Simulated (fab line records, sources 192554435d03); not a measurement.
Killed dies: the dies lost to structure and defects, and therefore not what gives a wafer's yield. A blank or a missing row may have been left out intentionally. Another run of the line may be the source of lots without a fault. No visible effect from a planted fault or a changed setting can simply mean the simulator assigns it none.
fab line records    flow n5Finfet    part 2 of 2: steps 16 to 23 of 23
record lots=5  wafers=15  lastDay=18
route steps=1938 shown BEOL_M0_SAQP@659
lots that met no fault: from a run of the same line without faults
startH: hours from the record's opening day to when the first of the lot's shown wafers began    waitH: hours since the lot's step before    " the same as in the row above    L1.1+2: one row covering several wafers at once    - value missing, or start not given    * or withheld: withheld    < > ~ a bound
route shown NAME@n: a module of which the file shows steps, and the number in the route of the first    usual: mean/standard deviation of fault-free wafers    same: alike in all rows    chamber/n: place in a boat    sites: each site's reading    _std_site: how widely they spread, as a standard deviation    _edge_site: mean of outer sites minus mean of inner sites    radiusMm: for every site, how far away it sits from the centre of the wafer    mask NAME#n: copy n    behind: the most recent tool/chamber to have shaped the wafer    hold: why the lot was held/for how many hours/how that ended    device: transistor that didn't switch, given as n, p or np    end of line: the route-end tests of the same wafers    a step given without rows: its recipe and nothing more    killed: dies lost to structure and defects at the first sort, not the wafer's yield    map: the dies of a wafer, with x for killed, . for not killed, _ for no die there
set.NAME: the setting that was run; set.NAME@STEP: the one run at that earlier step    model.NAME: the simulator's own value behind a step, which no gauge read
certain route steps with their lots: each step a table, each wafer a row
services: when a tool's chamber went out of use (startH, in hours from the record's first day, below 0 if earlier), for how many hours, and the reason
## steps
# step N5_BEOL_M0_SAQP_STRIP_108
# recipe chemistry=N2/H2  powerW=500  tempC=40  pressureMtorr=50  rfFrequencyHz=6e+07  overashFraction=0.3  biasPowerW=28  h2Frac=0.5  n2FlowSccm=300  h2FlowSccm=300
# usual drypumpMotorCurrentA=5.5/0.43  oesProductAu=0.79/0.077  rfVppV=121.9/1  showerheadPlenumPTorr=3.35/0.12  throttleValvePct=19.0/0.38
lot.wafer  tool        chamber  startH  waitH  drypumpMotorCurrentA  oesProductAu  rfHoursCounterH  rfVppV  showerheadPlenumPTorr  throttleValvePct
L076.1     rieDiel-05  1        130.00  0.0    5.9                   0.91          36               123.3   3.56                   19.5
L076.2     "           2        "       "      5.5                   0.78          125              121.3   3.22                   18.4
L076.6     "           1        "       "      5.9                   0.90          -                121.2   3.56                   19.5
L085.2     rieDiel-04  2        179.52  0.0    5.5                   0.77          130              121.5   3.22                   18.4
L085.4     "           1        "       "      5.8                   0.86          56               120.6   3.27                   19.1
L085.5     "           3        "       "      5.8                   0.70          -                121.3   3.33                   19.2
L090.3     rieDiel-04  2        206.59  0.0    5.5                   0.76          138              121.8   3.22                   18.4
L090.4     "           0        "       "      5.8                   0.70          225              122.3   3.33                   19.4
L090.5     "           2        "       "      5.5                   0.77          -                121.6   3.22                   18.4
L092.2     rieDiel-04  1        216.98  0.0    5.8                   0.84          68               120.8   3.27                   19.1
L092.4     "           0        "       "      5.9                   0.70          229              122.1   3.33                   19.4
L092.5     "           2        "       "      5.5                   0.76          -                122.0   3.22                   18.4
L094.1     rieDiel-05  0        229.97  0.0    4.7                   0.70          208              122.5   3.49                   18.9
L094.4     "           2        "       "      5.5                   0.76          153              120.4   3.20                   18.5
L094.5     "           0        "       "      4.7                   0.71          -                120.7   3.49                   18.9
# step N5_BEOL_M0_SAQP_RECESS_109
# recipe chemistry=HF/NH3  target=SiO2  targetDepthA=30  afsCycles=1  tempC=30  sublimationTempC=180  sublimationTimeS=60
# usual drypumpMotorCurrentA=6.06/0.25
lot.wafer  tool          chamber  startH  waitH  drypumpMotorCurrentA
L076.1     vaporEtch-02  1        130.06  0.0    6.23
L076.2     "             0        "       "      5.82
L076.6     "             0        "       "      5.83
L085.2     vaporEtch-01  0        179.58  0.0    6.27
L085.4     "             1        "       "      5.68
L085.5     "             1        "       "      5.69
L090.3     vaporEtch-02  0        206.69  0.1    5.83
L090.4     "             1        "       "      6.24
L090.5     "             0        "       "      5.82
L092.2     vaporEtch-02  1        217.04  0.0    6.27
L092.4     "             0        "       "      5.82
L092.5     "             1        "       "      6.30
L094.1     vaporEtch-02  1        230.03  0.0    6.22
L094.4     "             0        "       "      5.82
L094.5     "             0        "       "      5.81
# step N5_BEOL_M0_SAQP_SPACER2_ALD_26
# recipe material=SiO2  targetThkA=150  tempC=300  aldPrecursorFamily=BDEAS  aldCoReactant=O2-plasma  pulseTimeS=1  purgeTimeS=2  coReactantPurgeTimeS=2  pressureTorr=2
# usual heaterPowerW=475/41  precursorPulseHeightRel=0.998/0.019
lot.wafer  tool       chamber  startH  waitH  heaterPowerW  precursorPulseHeightRel
L076.1     aldSin-02  1        130.21  0.1    495           0.983
L076.2     "          2        "       "      441           0.977
L076.6     "          3        "       "      494           0.963
L085.2     aldSin-04  1        179.72  0.1    526           0.974
L085.4     "          3        "       "      410           1.026
L085.5     "          3        "       "      402           1.011
L090.3     aldSin-01  0        206.80  0.1    467           0.998
L090.4     "          3        "       "      435           0.975
L090.5     "          0        "       "      454           0.991
L092.2     aldSin-04  2        217.18  0.1    506           1.025
L092.4     "          0        "       "      458           1.005
L092.5     "          1        "       "      518           0.997
L094.1     aldSin-02  0        230.18  0.1    435           0.989
L094.4     "          2        "       "      420           0.973
L094.5     "          3        "       "      528           1.012
# step N5_BEOL_M0_SAQP_SPACER2_ETCHBACK_27
# recipe chemistry=CHF3/O2  mode=anisotropicEtchback  target=SiO2  targetDepthA=225  timeS=11.25  pressureMtorr=30  sourceW=650  biasW=170  Ar_flow_sccm=200  CHF3_flow_sccm=50  O2_flow_sccm=5  ionEnergyEv=200
# usual biasW=170.1/0.53  drypumpMotorCurrentA=5.6/0.45  oesProductAu=0.80/0.076  rfVppV=519/9.1  showerheadPlenumPTorr=2.40/0.068  throttleValvePct=18.97/0.18
lot.wafer  tool        chamber  startH  waitH  biasW  drypumpMotorCurrentA  oesProductAu  rfHoursCounterH  rfVppV  showerheadPlenumPTorr  throttleValvePct
L076.1     rieDiel-01  1        130.76  0.3    170.4  6.1                   0.74          184              522     2.47                   18.73
L076.2     "           2        "       "      169.9  5.1                   0.89          31               522     2.45                   18.63
L076.6     "           3        "       "      170.7  6.3                   0.94          -                519     2.39                   18.97
L085.2     rieDiel-05  2        180.27  0.3    170.0  5.5                   0.78          139              514     2.34                   19.02
L085.4     "           0        "       "      170.4  4.7                   0.72          192              518     2.48                   19.05
L085.5     "           0        "       "      171.0  4.7                   0.72          -                518     2.48                   19.03
L090.3     rieDiel-01  2        207.35  0.3    170.6  5.1                   0.85          55               521     2.44                   18.67
L090.4     "           2        "       "      171.3  5.1                   0.85          -                522     2.44                   18.67
L090.5     "           1        "       "      169.6  6.2                   0.70          -                523     2.46                   18.77
L092.2     rieDiel-04  2        217.73  0.3    170.5  5.5                   0.76          142              500     2.33                   18.82
L092.4     "           0        "       "      169.8  5.8                   0.69          229              529     2.37                   19.15
L092.5     "           1        "       "      170.2  5.7                   0.84          -                520     2.34                   18.90
L094.1     rieDiel-04  3        230.89  0.4    170.2  5.9                   0.70          237              528     2.39                   19.35
L094.4     "           0        "       "      170.8  5.8                   0.69          234              530     2.37                   19.17
L094.5     "           2        "       "      170.7  5.5                   0.76          -                500     2.33                   18.83
# step N5_BEOL_M0_SAQP_MANDREL2_REMOVE_110
# recipe chemistry=HBr/Cl2/O2  btTimeS=10  target=a-Si  stopOn=SiCN  endpoint=OES-SiCl  overEtchFrac=1  icpW=600  biasW=30  HBr_flow_sccm=150  Cl2_flow_sccm=80  O2_flow_sccm=5  pressureMtorr=10
# usual biasW=30.00/0.077  drypumpMotorCurrentA=5.8/0.37  oesProductAu=1.001/0.016  throttleValvePct=36.64/0.24
lot.wafer  tool      chamber  startH  waitH  biasW  drypumpMotorCurrentA  oesProductAu  rfHoursCounterH  throttleValvePct
L076.1     rieSi-04  0        130.84  0.1    29.94  5.9                   1.008         6                36.93
L076.2     "         2        "       "      30.15  5.3                   0.970         163              36.73
L076.6     "         3        "       "      29.94  5.7                   1.020         -                36.63
L085.2     rieSi-04  1        180.36  0.1    29.90  5.8                   1.017         74               37.27
L085.4     "         2        "       "      29.96  5.3                   0.970         164              36.72
L085.5     "         1        "       "      29.87  5.7                   1.012         -                37.26
L090.3     rieSi-05  3        207.43  0.1    30.12  6.3                   1.007         48               36.75
L090.4     "         3        "       "      30.05  6.4                   1.009         -                36.77
L090.5     "         1        "       "      29.80  5.5                   0.985         -                36.67
L092.2     rieSi-03  1        217.82  0.1    30.04  5.2                   0.983         9                36.76
L092.4     "         3        "       "      30.01  5.8                   1.012         167              36.37
L092.5     "         1        "       "      30.11  5.2                   0.985         -                36.75
L094.1     rieSi-03  2        230.98  0.1    30.04  5.8                   1.017         57               36.35
L094.4     "         0        "       "      29.95  6.3                   1.001         65               36.48
L094.5     "         3        "       "      29.90  5.8                   1.018         -                36.37
# step N5_BEOL_M0_SAQP_CD_MEAS_29
# recipe targetCdNm=14.4  landingEnergyEv=1000  detector=seInlens
# usual cdNm=15.02/0.24
lot.wafer  tool      chamber  startH  waitH  cdNm
L076.1     cdSem-03  0        130.95  0.1    15.12
L076.2     "         0        "       "      15.08
L076.6     "         0        "       "      15.17
L085.2     cdSem-02  0        180.47  0.1    14.87
L085.4     "         0        "       "      14.89
L085.5     "         0        "       "      14.81
L090.3     cdSem-03  0        207.55  0.1    14.93
L090.4     "         0        "       "      14.89
L090.5     "         0        "       "      14.73
L092.2     cdSem-03  0        217.93  0.1    14.72
L092.4     "         0        "       "      15.01
L092.5     "         0        "       "      15.17
L094.1     cdSem-03  0        231.09  0.1    14.73
L094.4     "         0        "       "      14.92
L094.5     "         0        "       "      15.01
# step N5_BEOL_M0_SAQP_COAT_69
# recipe resist=SOC  tempC=250  timeS=60  spinRpm=1500  resistThkNm=90
# usual spinSpeedRpm=1499.9/1.1
lot.wafer  tool           chamber  startH  waitH  spinSpeedRpm
L076.1     lithoTrack-05  0        130.99  0.0    1499.8
L076.2     "              0        "       "      1500.9
L076.6     "              0        "       "      1501.2
L085.2     lithoTrack-02  0        180.51  0.0    1500.3
L085.4     "              0        "       "      1499.1
L085.5     "              0        "       "      1500.0
L090.3     lithoTrack-02  0        207.58  0.0    1500.7
L090.4     "              0        "       "      1498.9
L090.5     "              0        "       "      1501.2
L092.2     lithoTrack-02  0        217.97  0.0    1500.5
L092.4     "              0        "       "      1499.3
L092.5     "              0        "       "      1500.0
L094.1     lithoTrack-01  0        231.12  0.0    1499.1
L094.4     "              0        "       "      1499.8
L094.5     "              0        "       "      1500.4
# step N5_BEOL_M0_SAQP_COAT_72
# recipe resist=SiARC  tempC=220  timeS=60  spinRpm=1500  resistThkNm=15
# usual spinSpeedRpm=1499.8/1
lot.wafer  tool           chamber  startH  waitH  spinSpeedRpm
L076.1     lithoTrack-05  0        -       -      1498.2
L076.2     "              0        "       "      1499.7
L076.6     "              0        "       "      1498.5
L085.2     lithoTrack-02  0        -       -      1499.1
L085.4     "              0        "       "      1498.0
L085.5     "              0        "       "      1500.1
L090.3     lithoTrack-02  0        -       -      1499.3
L090.4     "              0        "       "      1500.9
L090.5     "              0        "       "      1499.9
L092.2     lithoTrack-02  0        -       -      1500.0
L092.4     "              0        "       "      1499.7
L092.5     "              0        "       "      1499.4
L094.1     lithoTrack-01  0        -       -      1499.2
L094.4     "              0        "       "      1500.8
L094.5     "              0        "       "      1500.0
## services
tool           chamber  startH  hours  kind
rieDiel-04     2        105.37  13.3   repair
rieDiel-01     0        117.38  36.7   repair
aldSin-01      3        131.40  31.4   repair
lithoTrack-02  -        157.06  -      consumableReplace:filter
rieDiel-01     3        160.50  4.9    repair
aldSin-02      -        176.76  14.0   pm
aldSin-02      0        176.76  14.0   ventCycle
aldSin-02      1        176.76  14.0   ventCycle
aldSin-02      2        176.76  14.0   ventCycle
aldSin-02      3        176.76  14.0   ventCycle
rieSi-05       0        176.96  44.6   repair
aldSin-02      0        190.76  -      clean
aldSin-02      1        190.76  -      clean
aldSin-02      2        190.76  -      clean
aldSin-02      3        190.76  -      clean
rieDiel-01     0        198.60  -      clean
rieDiel-01     0        198.60  -      consumableReplace:focusRing
rieDiel-01     0        198.60  23.9   scheduledDown
rieDiel-01     0        198.60  23.9   ventCycle
lithoTrack-01  -        205.45  -      consumableReplace:filter
rieDiel-04     2        222.58  4.9    repair
rieDiel-05     -        223.92  0.2    repair
